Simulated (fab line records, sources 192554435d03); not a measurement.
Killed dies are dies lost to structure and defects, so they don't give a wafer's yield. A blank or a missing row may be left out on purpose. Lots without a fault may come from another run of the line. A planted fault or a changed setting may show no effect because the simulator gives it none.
Chamber matching | flow n5_finfet | N5_PMOS_HMC_CHANNEL_EPI_CMP_21 on cmp-01: 4 sister chambers
The step polishes SiGe30, target thk 54 nm. 4 wafers are shown with their chamber, then 10 later ones without.

WAFERS WITH THEIR CHAMBER
wafer  | chamber | motor_current_A (A)
L088.2 | 2       | 15.0
L088.6 | 0       | 10.4
L090.3 | 3       | 9.6
L090.4 | 1       | 12.2

WAFERS WITHOUT THEIR CHAMBER
wafer  | motor_current_A (A)
L090.6 | 11.1
L093.1 | 9.3
L093.3 | 15.4
L093.4 | 12.5
L095.2 | 12.2
L095.3 | 10.0
L095.5 | 13.0
L097.2 | 14.4
L097.3 | 9.6
L097.6 | 9.8

WHICH CHAMBER EACH WENT THROUGH
wafer  | from the rows above          | in truth
L090.6 | can't be placed: 0 or 1 or 3 | 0
L093.1 | can't be placed: 3 or 0      | 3
L093.3 | 2                            | 2
L093.4 | 1                            | 1
L095.2 | 1                            | 1
L095.3 | can't be placed: 0 or 3      | 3
L095.5 | 1                            | 1
L097.2 | 2                            | 2
L097.3 | can't be placed: 3 or 0      | 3
L097.6 | can't be placed: 3 or 0      | 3
Placed correctly: 5 of 10. Can't be placed from these rows: 5 (the true chamber is among the candidates in 5). Placed wrongly: 0.
How it was worked out, from the rows above alone: a wafer's distance from a chamber is the root of the sum, over the readings, of the square of ((its reading less the chamber's mean) divided by the reading's scatter). The wafer belongs to the nearest chamber; if the next one is less than 2 further off, it can't be placed. A chamber's mean is the mean of its shown wafers. The scatter: with one shown wafer a chamber, the root of the mean of the squares of how far each hidden wafer lies from its nearest shown one.
